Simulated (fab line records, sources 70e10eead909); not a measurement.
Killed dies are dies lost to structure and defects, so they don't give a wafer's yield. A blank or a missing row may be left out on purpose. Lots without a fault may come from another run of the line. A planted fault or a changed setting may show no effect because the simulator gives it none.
Chamber matching | flow nand_harc | NHARC_A_CHANNEL_FILL_D1_STRIP_28 on rie_diel-10: 4 sister chambers
The step strips in O2, time 20 s. 8 wafers are shown with their chamber, then 12 later ones without.

WAFERS WITH THEIR CHAMBER
wafer  | chamber | drypump_motor_current_A (A) | oes_product_au (a.u.)
L089.6 | 1       | 5.8                         | 1.005
L091.5 | 0       | 6.1                         | 1.014
L093.2 | 1       | 5.7                         | 0.996
L093.4 | 2       | 6.1                         | 0.991
L093.6 | 3       | 6.2                         | 1.019
L093.1 | 0       | 6.1                         | 1.006
L093.3 | 3       | 6.2                         | 1.018
L093.5 | 2       | 6.0                         | 0.990

WAFERS WITHOUT THEIR CHAMBER
wafer  | drypump_motor_current_A (A) | oes_product_au (a.u.)
L097.1 | 6.0                         | 0.996
L097.2 | 6.2                         | 1.000
L097.3 | 6.2                         | 1.012
L097.4 | 5.8                         | 0.994
L097.5 | 5.8                         | 0.995
L097.6 | 6.1                         | 1.002
L095.1 | 5.8                         | 1.007
L095.3 | 6.1                         | 0.986
L095.5 | 6.2                         | 1.002
L095.2 | 6.2                         | 1.004
L095.4 | 6.1                         | 0.995
L095.6 | 6.1                         | 0.993

WHICH CHAMBER EACH WENT THROUGH
wafer  | from the rows above          | in truth
L097.1 | 2                            | 2
L097.2 | can't be placed: 0 or 2 or 3 | 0
L097.3 | can't be placed: 3 or 0      | 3
L097.4 | 1                            | 1
L097.5 | 1                            | 1
L097.6 | can't be placed: 0 or 2      | 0
L095.1 | 1                            | 1
L095.3 | 2                            | 2
L095.5 | can't be placed: 0 or 3 or 2 | 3
L095.2 | can't be placed: 0 or 3 or 2 | 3
L095.4 | 2                            | 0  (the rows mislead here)
L095.6 | 2                            | 2
Placed correctly: 6 of 12. Can't be placed from these rows: 5 (the true chamber is among the candidates in 5). Placed wrongly: 1.
How it was worked out, from the rows above alone: a wafer's distance from a chamber is the root of the sum, over the readings, of the square of ((its reading less the chamber's mean) divided by the reading's scatter). The wafer belongs to the nearest chamber; if the next one is less than 2 further off, it can't be placed. A chamber's mean is the mean of its shown wafers. The scatter: the root of (the sum of the squares of (reading less its chamber's mean) over the shown wafers, divided by (wafers less chambers)).
